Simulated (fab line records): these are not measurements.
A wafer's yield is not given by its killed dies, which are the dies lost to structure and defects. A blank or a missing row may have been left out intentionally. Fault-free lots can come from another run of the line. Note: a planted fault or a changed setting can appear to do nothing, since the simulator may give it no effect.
fab line records	flow n5_finfet
record: lots: 7	wafers: 39
route steps=1938 shown FIN_SAQP@110 DUMMY_GATE@221 HKMG_FIN@442 MOL_CONTACT_COAG@613 BEOL_M1@818 BEOL_M3@980 BEOL_M8@1377 BEOL_M12@1639 BEOL_M14@1751 MIM_TOP_LITHO@1845 PASSIVATION@1936
start_h: start of the lot's first displayed wafer, in hours after the record's first day	wait_h: hours from the lot's prior step to this one	" the same as in the row above	L1.1+2: several wafers, shown together as one row	- value missing, or start not given	* or withheld: withheld	< > ~ a bound
route shown NAME@n: names a module that has steps shown in the file, with the first one's number in the route	usual: the fault-free wafers' mean and standard deviation	same: alike in all rows	chamber/n: place in a boat	sites: readings site by site	_std_site: how widely they spread, as a standard deviation	_edge_site: the outer-site mean with the inner-site mean subtracted	radius_mm: how far each site lies from the wafer's centre	mask NAME#n: copy n	behind: tool/chamber where the wafer was last shaped	hold: what put the lot on hold/how long, in hours/how the hold closed	device: which transistor (n, p or np) failed to switch	end of line: the same wafers' tests at the end of the route	a step with no rows: only its recipe	killed: dies lost to structure and defects at the first sort, not the wafer's yield	map: per-die view of a wafer (x killed, . not killed, _ where there is no die)
set.NAME: the setting that was run; set.NAME@STEP: the one run at that earlier step	model.NAME: the simulator's own value behind a step, which no gauge read
lots with deliberately changed settings; one table per step, one row per wafer
== steps ==
step: N5_FIN_SAQP_DEVELOP_15
recipe: develop_time_s: 30	developer: TMAH	resist: CAR-ArF	dev_temp_c: 23	rinse_liquid: diw	dry: air_spin
step: N5_DUMMY_GATE_PECVD_30
recipe: material: SiO2	target_thk_a: 550	temp_c: 400	precursor: TEOS/O2	pressure_torr: 6.5	rf_w: withheld	teos_flow_sccm: withheld	gas: O2	flow_sccm: 2650	time_s: 10.8
step: N5_HKMG_FIN_ALD_91
recipe: material: TiN	target_thk_a: 10	temp_c: 400	ald_precursor_family: TiCl4	ald_co_reactant: NH3	pulse_time_s: 1	purge_time_s: 3	co_reactant_purge_time_s: 2	co_reactant_pulse_time_s: 2	ald_cycles: 47	pressure_torr: 3
step: N5_HKMG_FIN_NWFM_ALD_20
recipe: material: TiAlC	target_thk_a: 20	temp_c: 300	ald_precursor_family: TiCl4	ald_co_reactant: TEA	pulse_time_s: 3	purge_time_s: 2	co_reactant_purge_time_s: 2	co_reactant_pulse_time_s: 10	ald_cycles: 7	pressure_torr: 3
step: N5_MOL_CONTACT_COAG_ETCHBACK_136
recipe: chemistry: CHF3	target: SiO2	target_depth_a: 250	time_s: 16.7	ion_energy_ev: 200	pressure_mtorr: 30	source_w: 610	bias_w: 170	Ar_flow_sccm: 200	CHF3_flow_sccm: 50
step: N5_BEOL_M1_SPUTTER_81
recipe: material: Cu	target_thk_a: 45	temp_c: -20	chamber_pressure_pa: 0.07	power_w: withheld	time_s: 8.29
step: N5_BEOL_M3_TRENCH_ETCH_37
recipe: chemistry: C4F6/O2	target_depth_a: 555.55	target: SiOC	time_s: 29.2	ion_energy_ev: 250	pressure_mtorr: 30	source_w: 355	bias_w: 185	Ar_flow_sccm: 300	C4F6_flow_sccm: 10	O2_flow_sccm: 10
step: N5_BEOL_M8_TRENCH_ETCH_37
recipe: chemistry: C4F6/O2	target_depth_a: 934.78	target: SiCOH_lowk	time_s: 31.2	ion_energy_ev: 250	pressure_mtorr: 30	source_w: 345	bias_w: 185	Ar_flow_sccm: 300	C4F6_flow_sccm: 10	O2_flow_sccm: 10
step: N5_BEOL_M12_TRENCH_ETCH_34
recipe: chemistry: C4F8/O2/Ar	target: SiOC	target_depth_a: 3189.5	mask_material: SOC	pressure_mtorr: 30	source_w: 3000	bias_w: 700	Ar_flow_sccm: 400	C4F8_flow_sccm: 15	O2_flow_sccm: 8	he_inner_torr: 15	he_outer_torr: 30	time_s: 125.5	ion_energy_ev: 250
step: N5_BEOL_M14_ETCH_68
recipe: chemistry: N2/H2	target: SOC	mask_material: SiARC	source_w: 3000	bias_w: 350	temp_c: 40	time_s: 450	ion_energy_ev: 200	pressure_mtorr: 30	n2_flow_sccm: 200	h2_flow_sccm: 200
step: N5_MIM_TOP_LITHO_DEVELOP_07
recipe: develop_time_s: 60	rinse_liquid: diw	dry: air_spin	dev_temp_c: 21
step: N5_PASSIVATION_PROBE_49
usual: defect_limited_yield: 91.7/1.5	killed_at_contacts: 12/6.8	killed_dies: 98/17	sort_bin_4_leakage: 0.00/0.007	sort_bin_5_function: 4.9/0.93
lot.wafer	tool	chamber	start_h	wait_h	set.develop_time_s@FIN_SAQP_DEVELOP_15	set.time_s@DUMMY_GATE_PECVD_30	set.ald_cycles@HKMG_FIN_ALD_91	set.ald_cycles@HKMG_FIN_NWFM_ALD_20	set.target_depth_a@MOL_CONTACT_COAG_ETCHBACK_136	set.time_s@BEOL_M1_SPUTTER_81	set.time_s@BEOL_M3_TRENCH_ETCH_37	set.time_s@BEOL_M8_TRENCH_ETCH_37	set.time_s@BEOL_M12_TRENCH_ETCH_34	set.target_depth_a@BEOL_M14_ETCH_68	set.develop_time_s@MIM_TOP_LITHO_DEVELOP_07	defect_limited_yield[%]	killed_at_contacts	killed_dies	sort_bin_4_leakage[%]	sort_bin_5_function[%]
L074.1	prober-01	-	272.12	0.0	30	15.55	47	7	250	10.15	39.56	17.36	125.5	9000	60	60.9	14	461	0	4.7
L074.2	prober-01	-	272.17	0.1	30	10.8	47	7	141.6	10.15	29.2	31.2	150.9	9000	60	0.1	1100	1179	0	95.5
L074.3	prober-01	-	272.22	0.1	30	15.55	58	7	141.6	8.29	39.56	17.36	125.5	9000	60	0.2	1090	1178	0	96.4
L074.4	prober-01	-	272.27	0.2	19.96	15.55	58	7	250	8.29	29.2	17.36	150.9	4557	60	62.5	6	443	0	3.6
L074.5	prober-01	-	272.32	0.2	19.96	10.8	47	7	250	8.29	29.2	31.2	125.5	4557	60	93.1	12	81	0	4.7
L074.6	prober-01	-	272.37	0.3	19.96	10.8	58	7	141.6	10.15	39.56	31.2	150.9	4557	60	0.2	1086	1178	0	96.8
L082.1	prober-02	-	309.88	0.0	46.27	10.8	47	7	250	8.29	43.73	43.03	182.1	9000	33.51	91.3	20	103	0	5.2
L082.2	prober-02	-	309.93	0.1	30	5.599	20	9	303.9	8.29	43.73	31.2	125.5	9000	60	66.9	39	390	66.95	7.2
L082.3	prober-02	-	309.98	0.1	30	10.8	47	9	250	8.29	29.2	31.2	182.1	9000	60	91.1	16	105	83.73	5.0
L082.4	prober-02	-	310.03	0.2	46.27	5.599	20	9	250	8.29	29.2	31.2	182.1	9000	33.51	77.9	30	261	77.88	5.5
L082.5	prober-02	-	310.08	0.2	30	5.599	47	7	303.9	8.29	29.2	43.03	125.5	9000	60	89.2	31	127	0	6.2
L082.6	prober-02	-	310.13	0.3	46.27	10.8	20	7	303.9	8.29	43.73	43.03	125.5	9000	33.51	81.9	21	213	81.95	6.1
L086.1	prober-02	-	361.30	1.2	25.18	10.8	47	6	250	8.29	18.26	26.07	125.5	9000	60	90.7	11	110	0	5.8
L086.2	prober-02	-	361.35	1.3	30	10.8	47	7	250	8.29	29.2	31.2	51.85	4548	60	54.5	9	537	0	4.2
L086.3	prober-02	-	361.40	1.3	30	10.8	47	7	250	10.06	18.26	31.2	51.85	9000	41.27	49.2	14	599	0	4.9
L086.4	prober-02	-	361.45	1.4	25.18	10.8	47	6	250	8.29	18.26	26.07	125.5	4548	41.27	91.4	21	102	0	5.3
L086.5	prober-02	-	361.50	1.4	30	10.8	47	6	250	10.06	29.2	31.2	125.5	4548	60	92.9	10	84	0	4.2
L086.6	prober-02	-	361.55	1.5	25.18	10.8	47	7	250	10.06	29.2	26.07	51.85	9000	41.27	68.1	11	376	0	3.1
L091.3	prober-01	-	374.54	0.1	30	10.8	47	7	250	8.29	29.2	31.2	125.5	9000	60	92.9	5	84	0	4.7
L091.5	prober-01	-	374.64	0.2	30	10.8	47	7	250	8.29	29.2	31.2	125.5	9000	60	89.2	10	127	0	5.6
L091.6	prober-01	-	374.69	0.3	30	10.8	47	7	250	8.29	29.2	31.2	125.5	9000	60	92.2	13	92	0	4.3
L092.1	prober-01	-	386.71	0.0	30	10.8	47	7	250	11.9	22.12	38.1	97.85	9000	43.44	92.9	6	84	0	3.7
L092.2	prober-01	-	386.76	0.1	30	10.8	47	7	250	11.9	29.2	31.2	125.5	5133	60	91.1	33	105	0	5.5
L092.3	prober-01	-	386.81	0.1	30	12.74	21	7	250	11.9	29.2	38.1	125.5	9000	60	91.0	15	106	91.02	5.1
L092.4	prober-01	-	386.86	0.2	30	12.74	21	7	250	8.29	22.12	38.1	97.85	5133	43.44	91.3	12	103	91.27	4.1
L092.5	prober-01	-	386.91	0.2	30	10.8	21	7	250	8.29	29.2	31.2	97.85	5133	60	90.7	21	110	90.68	5.0
L092.6	prober-01	-	386.96	0.3	30	12.74	47	7	250	8.29	22.12	31.2	125.5	9000	43.44	93.7	11	74	0	3.5
L094.1	prober-02	-	391.95	0.0	30	10.8	47	5	119	4.541	29.2	31.2	125.5	9000	95.85	0	1075	1180	0	95.5
L094.2	prober-02	-	392.00	0.1	30	14.52	47	7	250	4.541	29.2	31.2	125.5	6959	60	91.0	22	106	0	5.3
L094.3	prober-02	-	392.05	0.1	47.07	10.8	47	5	250	4.541	15.03	44.81	125.5	6959	95.85	91.8	23	97	0.17	4.7
L094.4	prober-02	-	392.10	0.2	47.07	14.52	47	7	250	8.29	15.03	31.2	125.5	6959	60	90.3	13	115	0	5.8
L094.5	prober-02	-	392.15	0.2	47.07	14.52	47	5	119	8.29	15.03	44.81	125.5	9000	60	0.1	1115	1179	0	97.4
L094.6	prober-02	-	392.20	0.3	30	10.8	47	7	119	8.29	29.2	44.81	125.5	9000	95.85	0	1064	1180	0	94.7
L096.1	prober-02	-	395.78	0.0	30	10.8	58	7	174.1	8.29	29.2	31.2	125.5	9000	60	40.0	613	708	0	56.1
L096.2	prober-02	-	395.83	0.1	18.43	10.8	47	7	250	8.29	21.06	40.61	125.5	5423	60	89.1	14	129	0	6.9
L096.3	prober-02	-	395.88	0.1	30	10.8	47	7	174.1	3.688	29.2	40.61	70.26	9000	60	35.2	650	765	0	59.9
L096.4	prober-02	-	395.93	0.2	18.43	15.97	58	7	174.1	8.29	21.06	31.2	70.26	5423	60	27.2	728	859	0	67.4
L096.5	prober-02	-	395.98	0.2	18.43	15.97	47	7	250	3.688	21.06	31.2	125.5	9000	60	88.8	14	132	0	6.5
L096.6	prober-02	-	396.03	0.3	30	15.97	58	7	250	3.688	29.2	40.61	70.26	5423	60	88.5	20	136	0	4.9
killed by level:class
L074.1 BEOL_M8:area_ecd=376 BEOL_M0_SAQP:geometric_particle:open=14 STI_FIN_REVEAL:geometric_particle:open=12 MOL_CONTACT_COAG:geometric_particle:open=12 BEOL_M0_SAQP:geometric_particle:short=8 FIN_SAQP:geometric_particle:short=5 BEOL_M3:geometric_particle:open=5 FIN_SAQP:geometric_particle:open=4
L074.2 MOL_CONTACT_COAG:area_etch=1073 MOL_CONTACT_COAG:geometric_particle:open=21 BEOL_M0_SAQP:geometric_particle:open=10 STI_FIN_REVEAL:geometric_particle:open=9 GATE_CUT:geometric_particle:short=7 BEOL_M3:geometric_particle:open=7 MOL_CONTACT_COAG:geometric_particle:short=6 DUMMY_GATE:geometric_particle:open=4
L074.3 MOL_CONTACT_COAG:area_etch=1075 BEOL_M0_SAQP:geometric_particle:short=15 MOL_CONTACT_COAG:geometric_particle:open=13 BEOL_M0_SAQP:geometric_particle:open=11 FIN_SAQP:geometric_particle:short=8 STI_FIN_REVEAL:geometric_particle:open=7 DUMMY_GATE:geometric_particle:open=7 FIN_SAQP:geometric_particle:open=6
L074.4 BEOL_M8:area_ecd=371 BEOL_M0_SAQP:geometric_particle:short=9 STI_FIN_REVEAL:geometric_particle:open=8 BEOL_M0_SAQP:geometric_particle:open=7 MOL_CONTACT_COAG:geometric_particle:open=6 BEOL_M3:geometric_particle:open=5 FIN_SAQP:geometric_particle:open=4 BEOL_M1:geometric_particle:open=4
L074.5 BEOL_M0_SAQP:geometric_particle:short=9 BEOL_M0_SAQP:geometric_particle:open=9 MOL_CONTACT_COAG:geometric_particle:open=8 FIN_SAQP:geometric_particle:short=7 GATE_CUT:geometric_particle:short=5 BEOL_M3:geometric_particle:open=5 DUMMY_GATE:geometric_particle:open=4 MOL_CONTACT_COAG:geometric_particle:short=4
L074.6 MOL_CONTACT_COAG:area_etch=1082 STI_FIN_REVEAL:geometric_particle:open=11 BEOL_M0_SAQP:geometric_particle:open=10 BEOL_M1:geometric_particle:open=9 FIN_SAQP:geometric_particle:short=7 BEOL_M2:geometric_particle:open=5 MOL_CONTACT_COAG:geometric_particle:open=4 BEOL_M0_SAQP:geometric_particle:short=4
L082.1 MOL_CONTACT_COAG:geometric_particle:open=16 STI_FIN_REVEAL:geometric_particle:open=12 BEOL_M4:geometric_particle:open=9 FIN_SAQP:geometric_particle:short=6 BEOL_M0_SAQP:geometric_particle:open=6 DUMMY_GATE:geometric_particle:open=5 BEOL_M0:geometric_particle:open=5 BEOL_M3:geometric_particle:open=5
L082.2 HKMG_FIN:area_ald=254 MOL_CONTACT_COAG:geometric_particle:open=32 BEOL_M2:geometric_particle:open=12 BEOL_M0_SAQP:geometric_particle:open=10 FIN_SAQP:geometric_particle:short=9 BEOL_M0_SAQP:geometric_particle:short=8 FIN_SAQP:geometric_particle:open=7 STI_FIN_REVEAL:geometric_particle:open=7
L082.3 MOL_CONTACT_COAG:geometric_particle:open=14 BEOL_M2:geometric_particle:open=11 BEOL_M0:geometric_particle:open=8 DUMMY_GATE:geometric_particle:open=7 BEOL_M0_SAQP:geometric_particle:short=7 STI_FIN_REVEAL:geometric_particle:open=5 BEOL_M3:geometric_particle:open=4 BEOL_M4:geometric_particle:open=4
L082.4 HKMG_FIN:area_ald=146 MOL_CONTACT_COAG:geometric_particle:open=25 BEOL_M4:geometric_particle:open=13 FIN_SAQP:geometric_particle:short=7 BEOL_M0_SAQP:geometric_particle:short=7 BEOL_M3:geometric_particle:open=6 STI_FIN_REVEAL:geometric_particle:open=5 MOL_CONTACT_COAG:geometric_particle:short=5
L082.5 MOL_CONTACT_COAG:geometric_particle:open=26 FIN_SAQP:geometric_particle:short=12 BEOL_M4:geometric_particle:short=10 BEOL_M0_SAQP:geometric_particle:short=10 BEOL_M4:geometric_particle:open=9 BEOL_M0_SAQP:geometric_particle:open=7 FIN_SAQP:geometric_particle:open=5 MOL_CONTACT_COAG:geometric_particle:short=5
L082.6 HKMG_FIN:area_ald=102 MOL_CONTACT_COAG:geometric_particle:open=17 STI_FIN_REVEAL:geometric_particle:open=16 BEOL_M4:geometric_particle:open=9 BEOL_M0_SAQP:geometric_particle:short=6 BEOL_M1:geometric_particle:open=6 STARTING-WAFER:geometric_particle:open=6 MOL_CONTACT_COAG:geometric_particle:short=4
L086.1 STI_FIN_REVEAL:geometric_particle:open=11 MOL_CONTACT_COAG:geometric_particle:open=11 BEOL_M0_SAQP:geometric_particle:open=8 BEOL_M1:geometric_particle:open=8 FIN_SAQP:geometric_particle:open=7 FIN_SAQP:geometric_particle:short=6 BEOL_M2:geometric_particle:open=6 BEOL_M4:geometric_particle:open=5
L086.2 BEOL_M12:area_ecd=447 STI_FIN_REVEAL:geometric_particle:open=12 FIN_SAQP:geometric_particle:open=9 FIN_SAQP:geometric_particle:short=8 BEOL_M0_SAQP:geometric_particle:open=8 MOL_CONTACT_COAG:geometric_particle:open=7 BEOL_M0_SAQP:geometric_particle:short=7 BEOL_M3:geometric_particle:open=5
L086.3 BEOL_M12:area_ecd=505 MOL_CONTACT_COAG:geometric_particle:open=12 BEOL_M2:geometric_particle:open=11 BEOL_M1:geometric_particle:open=6 BEOL_M4:geometric_particle:open=5 STI_FIN_REVEAL:geometric_particle:open=4 BEOL_M0_SAQP:geometric_particle:open=4 BEOL_M2:geometric_particle:short=4
L086.4 MOL_CONTACT_COAG:geometric_particle:open=19 STI_FIN_REVEAL:geometric_particle:open=17 BEOL_M0_SAQP:geometric_particle:short=7 BEOL_M1:geometric_particle:open=6 GATE_CUT:geometric_particle:short=5 FIN_SAQP:geometric_particle:short=4 GATE_CUT:geometric_particle:open=4 FIN_SAQP:geometric_particle:open=3
L086.5 STI_FIN_REVEAL:geometric_particle:open=17 BEOL_M1:geometric_particle:open=7 MOL_CONTACT_COAG:geometric_particle:open=6 BEOL_M2:geometric_particle:open=6 FIN_SAQP:geometric_particle:short=4 MOL_CONTACT_COAG:geometric_particle:short=4 STARTING-WAFER:geometric_particle:open=4 ILD0:geometric_particle:open=3
L086.6 BEOL_M12:area_ecd=320 STI_FIN_REVEAL:geometric_particle:open=8 MOL_CONTACT_COAG:geometric_particle:open=6 FIN_SAQP:geometric_particle:short=5 FIN_SAQP:geometric_particle:open=5 MOL_CONTACT_COAG:geometric_particle:short=5 BEOL_M0:geometric_particle:open=4 BEOL_M2:geometric_particle:open=3
L091.3 STI_FIN_REVEAL:geometric_particle:open=10 BEOL_M4:geometric_particle:open=9 BEOL_M0:geometric_particle:short=8 BEOL_M1:geometric_particle:open=6 BEOL_M5:geometric_particle:open=6 MOL_CONTACT_COAG:geometric_particle:open=5 FIN_SAQP:geometric_particle:short=5 BEOL_M0_SAQP:geometric_particle:open=4
L091.5 BEOL_M0_SAQP:geometric_particle:open=20 BEOL_M0_SAQP:geometric_particle:short=17 BEOL_M2:geometric_particle:open=8 FIN_SAQP:geometric_particle:short=6 STI_FIN_REVEAL:geometric_particle:open=6 GATE_CUT:geometric_particle:short=5 BEOL_M1:geometric_particle:open=5 HKMG_FIN:area_etch=5
L091.6 FIN_SAQP:geometric_particle:open=11 MOL_CONTACT_COAG:geometric_particle:open=11 FIN_SAQP:geometric_particle:short=8 BEOL_M0_SAQP:geometric_particle:short=7 BEOL_M0:geometric_particle:short=6 STI_FIN_REVEAL:geometric_particle:open=5 BEOL_M0_SAQP:geometric_particle:open=4 BEOL_M4:geometric_particle:open=4
L092.1 FIN_SAQP:geometric_particle:open=10 FIN_SAQP:geometric_particle:short=7 STI_FIN_REVEAL:geometric_particle:open=6 MOL_CONTACT_COAG:geometric_particle:open=6 BEOL_M4:geometric_particle:short=6 BEOL_M1:geometric_particle:open=5 BEOL_M3:geometric_particle:open=5 GATE_CUT:geometric_particle:open=4
L092.2 MOL_CONTACT_COAG:geometric_particle:open=26 STI_FIN_REVEAL:geometric_particle:open=11 FIN_SAQP:geometric_particle:short=7 MOL_CONTACT_COAG:geometric_particle:short=7 BEOL_M4:geometric_particle:open=6 BEOL_M0_SAQP:geometric_particle:open=5 BEOL_M0_SAQP:geometric_particle:short=5 FIN_SAQP:geometric_particle:open=4
L092.3 HKMG_FIN:area_ald=16 MOL_CONTACT_COAG:geometric_particle:open=12 BEOL_M0_SAQP:geometric_particle:short=11 BEOL_M4:geometric_particle:open=8 FIN_SAQP:geometric_particle:open=7 GATE_CUT:geometric_particle:short=6 BEOL_M1:geometric_particle:open=5 FIN_SAQP:geometric_particle:short=4
L092.4 HKMG_FIN:area_ald=23 MOL_CONTACT_COAG:geometric_particle:open=8 BEOL_M4:geometric_particle:open=8 DUMMY_GATE:geometric_particle:open=6 BEOL_M2:geometric_particle:open=5 FIN_SAQP:geometric_particle:open=4 FIN_SAQP:geometric_particle:short=4 STARTING-WAFER:geometric_particle:open=4
L092.5 STI_FIN_REVEAL:geometric_particle:open=22 MOL_CONTACT_COAG:geometric_particle:open=17 GATE_CUT:geometric_particle:short=9 STI_FIN_REVEAL:geometric_particle:short=7 BEOL_M4:geometric_particle:open=6 BEOL_M2:geometric_particle:open=5 BEOL_M3:geometric_particle:open=4 BEOL_M1:geometric_particle:open=4
L092.6 STI_FIN_REVEAL:geometric_particle:open=11 MOL_CONTACT_COAG:geometric_particle:open=8 BEOL_M3:geometric_particle:open=5 BEOL_M4:geometric_particle:open=4 GATE_CUT:geometric_particle:open=3 BEOL_M1:geometric_particle:open=3 STARTING-WAFER:geometric_particle:short=3 STI_FIN_REVEAL:geometric_particle:short=2
L094.1 MOL_CONTACT_COAG:area_etch=1042 MOL_CONTACT_COAG:geometric_particle:open=20 STI_FIN_REVEAL:geometric_particle:open=17 BEOL_M3:geometric_particle:open=12 BEOL_M2:geometric_particle:open=10 MOL_CONTACT_COAG:geometric_particle:short=10 BEOL_M0_SAQP:geometric_particle:short=6 BEOL_M0_SAQP:geometric_particle:open=6
L094.2 MOL_CONTACT_COAG:geometric_particle:open=19 STI_FIN_REVEAL:geometric_particle:open=16 FIN_SAQP:geometric_particle:short=9 BEOL_M3:geometric_particle:open=9 BEOL_M2:geometric_particle:open=6 BEOL_M2:geometric_particle:short=5 BEOL_M0_SAQP:geometric_particle:open=5 BEOL_M4:geometric_particle:open=4
L094.3 MOL_CONTACT_COAG:geometric_particle:open=18 BEOL_M1:geometric_particle:open=8 FIN_SAQP:geometric_particle:open=6 GATE_CUT:geometric_particle:short=6 BEOL_M0_SAQP:geometric_particle:short=6 MOL_CONTACT_COAG:geometric_particle:short=5 BEOL_M2:geometric_particle:open=5 BEOL_M3:geometric_particle:open=5
L094.4 STI_FIN_REVEAL:geometric_particle:open=15 BEOL_M4:geometric_particle:open=11 BEOL_M2:geometric_particle:open=11 MOL_CONTACT_COAG:geometric_particle:open=10 BEOL_M0_SAQP:geometric_particle:open=9 FIN_SAQP:geometric_particle:open=7 BEOL_M0_SAQP:geometric_particle:short=6 FIN_SAQP:geometric_particle:short=5
L094.5 MOL_CONTACT_COAG:area_etch=1099 MOL_CONTACT_COAG:geometric_particle:open=13 STI_FIN_REVEAL:geometric_particle:open=11 BEOL_M3:geometric_particle:open=11 FIN_SAQP:geometric_particle:open=5 BEOL_M2:geometric_particle:open=5 MOL_CONTACT_COAG:geometric_particle:short=3 BEOL_M0:geometric_particle:open=3
L094.6 MOL_CONTACT_COAG:area_etch=1039 MOL_CONTACT_COAG:geometric_particle:open=22 STI_FIN_REVEAL:geometric_particle:open=10 BEOL_M3:geometric_particle:open=10 FIN_SAQP:geometric_particle:short=8 BEOL_M1:geometric_particle:open=8 BEOL_M2:geometric_particle:open=8 BEOL_M4:geometric_particle:open=8
L096.1 MOL_CONTACT_COAG:area_etch=601 BEOL_M0_SAQP:geometric_particle:short=12 MOL_CONTACT_COAG:geometric_particle:open=11 BEOL_M0_SAQP:geometric_particle:open=10 FIN_SAQP:geometric_particle:open=7 BEOL_M3:geometric_particle:open=5 BEOL_M4:geometric_particle:open=5 STI_FIN_REVEAL:geometric_particle:open=4
L096.2 MOL_CONTACT_COAG:geometric_particle:open=13 FIN_SAQP:geometric_particle:short=12 BEOL_M0_SAQP:geometric_particle:open=11 BEOL_M3:geometric_particle:open=10 FIN_SAQP:geometric_particle:open=8 BEOL_M0_SAQP:geometric_particle:short=8 BEOL_M1:geometric_particle:open=5 BEOL_M2:geometric_particle:open=5
L096.3 MOL_CONTACT_COAG:area_etch=627 MOL_CONTACT_COAG:geometric_particle:open=16 BEOL_M0_SAQP:geometric_particle:open=11 BEOL_M12:area_ecd=11 FIN_SAQP:geometric_particle:short=10 BEOL_M4:geometric_particle:open=9 STI_FIN_REVEAL:geometric_particle:open=7 BEOL_M0_SAQP:geometric_particle:short=7
L096.4 MOL_CONTACT_COAG:area_etch=709 FIN_SAQP:geometric_particle:open=16 MOL_CONTACT_COAG:geometric_particle:open=16 FIN_SAQP:geometric_particle:short=14 BEOL_M0_SAQP:geometric_particle:short=11 BEOL_M3:geometric_particle:open=10 BEOL_M12:area_ecd=10 BEOL_M0_SAQP:geometric_particle:open=9
L096.5 BEOL_M4:geometric_particle:open=14 FIN_SAQP:geometric_particle:short=13 MOL_CONTACT_COAG:geometric_particle:open=11 FIN_SAQP:geometric_particle:open=8 DUMMY_GATE:geometric_particle:open=8 BEOL_M1:geometric_particle:open=6 BEOL_M0_SAQP:geometric_particle:open=5 GATE_CUT:geometric_particle:open=4
L096.6 BEOL_M12:area_ecd=27 MOL_CONTACT_COAG:geometric_particle:open=17 FIN_SAQP:geometric_particle:open=15 STI_FIN_REVEAL:geometric_particle:open=12 FIN_SAQP:geometric_particle:short=8 DUMMY_GATE:geometric_particle:open=5 BEOL_M0_SAQP:geometric_particle:open=5 BEOL_M3:geometric_particle:open=5
== key ==
split: step: N5_FIN_SAQP_DEVELOP_15	setting: develop_time_s	stated_as: 30
response none clear
split: step: N5_DUMMY_GATE_PECVD_30	setting: time_s	stated_as: 10.8
response none clear
split: step: N5_HKMG_FIN_ALD_91	setting: ald_cycles	stated_as: 47
response: step: N5_PASSIVATION_PROBE_49	reading: sort_bin_4_leakage	slope: -1.18	per: 1%	together_with: all	explained: 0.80
split: step: N5_HKMG_FIN_NWFM_ALD_20	setting: ald_cycles	stated_as: 7
response none clear
split: step: N5_MOL_CONTACT_COAG_ETCHBACK_136	setting: target_depth_a	stated_as: 250
response: step: N5_PASSIVATION_PROBE_49	reading: killed_at_contacts	slope: -20.1	per: 1%	together_with: all	explained: 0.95
response: step: N5_PASSIVATION_PROBE_49	reading: sort_bin_5_function	slope: -1.7	per: 1%	together_with: all	explained: 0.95
response: step: N5_PASSIVATION_PROBE_49	reading: defect_limited_yield	slope: +1.57	per: 1%	together_with: all	explained: 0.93
response: step: N5_PASSIVATION_PROBE_49	reading: killed_dies	slope: -18.5	per: 1%	together_with: all	explained: 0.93
split: step: N5_BEOL_M1_SPUTTER_81	setting: time_s	stated_as: 8.29
response none clear
split: step: N5_BEOL_M3_TRENCH_ETCH_37	setting: time_s	stated_as: 29.2
response none clear
split: step: N5_BEOL_M8_TRENCH_ETCH_37	setting: time_s	stated_as: 31.2
response none clear
split: step: N5_BEOL_M12_TRENCH_ETCH_34	setting: time_s	stated_as: 125.5
response: step: N5_PASSIVATION_PROBE_49	reading: defect_limited_yield	slope: +0.508	per: 1%	together_with: all	explained: 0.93
response: step: N5_PASSIVATION_PROBE_49	reading: killed_dies	slope: -5.99	per: 1%	together_with: all	explained: 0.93
split: step: N5_BEOL_M14_ETCH_68	setting: target_depth_a	stated_as: 9000
response none clear
split: step: N5_MIM_TOP_LITHO_DEVELOP_07	setting: develop_time_s	stated_as: 60
response none clear
